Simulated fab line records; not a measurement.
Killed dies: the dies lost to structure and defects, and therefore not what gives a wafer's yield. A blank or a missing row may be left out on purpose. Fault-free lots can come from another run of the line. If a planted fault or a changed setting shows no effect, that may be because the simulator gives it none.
A single fault, viewed from 2 desks -- flow n5-finfet -- what lay behind the numbers comes last; until then each desk has only its own

FROM THE METROLOGY DESK
Means of the sampled wafers that have a number, per lot and without regard to the tool the lot ran on: this is what the gauges read. A lot is out of limits, marked OUT, if its mean lies more than 4 standard deviations from the usual mean; the brackets give that distance.
Columns: A = cd-nm at N5_BEOL_M14_CD_MEAS_17, usual 251.2 nm; B = cd-nm at N5_BEOL_M14_CD_MEAS_28, usual 284.7 nm; C = M14_OVL at N5_BEOL_M14_OVL_MEAS_29, usual 0 nm; D = trench-depth-nm at N5_BEOL_M14_OCD_MEAS_35, usual 561 nm
lot,first seen here,A,B,C,D
L584,day 12 21:59,253.2,283.0,-4,559
L585,day 14 05:56,250.0,284.6,3,556
L586,day 14 16:28,250.0,285.1,1,561
L587,day 14 17:02,249.4,284.3,0,565
L588,day 15 16:05,251.0,284.7,1,558
L590,day 16 01:38,252.5,285.1,-1,572
L589,day 16 22:49,255.0,284.8,3,575
L595,day 17 19:37,251.5,284.8,2,546
L598,day 17 20:04,253.2,284.2,29 (+7.1) OUT,568
L601,day 17 23:10,251.1,286.7,30 (+7.2) OUT,556
L603,day 18 18:05,250.8,283.9,6,570
L605,day 19 23:42,251.0,285.4,-0,555
This desk's result: L598, L601 out of limits, first on L598 (M14_OVL at N5_BEOL_M14_OVL_MEAS_29), day 17 20:33. L584, L585, L586, L587, L588, L590, L589, L595, L603, L605 stayed within limits.

TOOL OWNER'S DESK, krf-scanner-02
The tool's own readings at N5_BEOL_M14_EXPOSE_25 (exposes mask M14, target cd 280 nm): means of the sampled wafers that have a number, for each lot that ran on this tool. A lot is out of limits, marked OUT, if its mean lies more than 4 standard deviations from the usual mean; the brackets give that distance.
Columns: A = reticle-temp-C at N5_BEOL_M14_EXPOSE_25, usual 23.01 C
lot,first seen here,A
L588,day 15 16:14,23.05
L590,day 16 01:49,22.97
L589,day 16 22:58,22.93
L598,day 17 20:21,22.96
L601,day 17 23:21,22.99
This desk's verdict: no lot among the 5 shows anything out of limits.

ALL TOGETHER
On L598, L601, the metrology desk was in a position to raise an alarm at day 17 20:33.
The tool owner's desk saw nothing out of limits.
The tool owner's desk has L598, L601 on record, within its limits.
N5_BEOL_M14_EXPOSE_25 was run on krf-scanner-02 by each of the lots named.

WHAT THE SIMULATOR HAD INSERTED
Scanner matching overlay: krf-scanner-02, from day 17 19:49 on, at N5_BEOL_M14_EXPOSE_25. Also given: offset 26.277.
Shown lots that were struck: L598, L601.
Delay in hours, fault start to first out-of-limits reading, per desk: metrology desk 1.
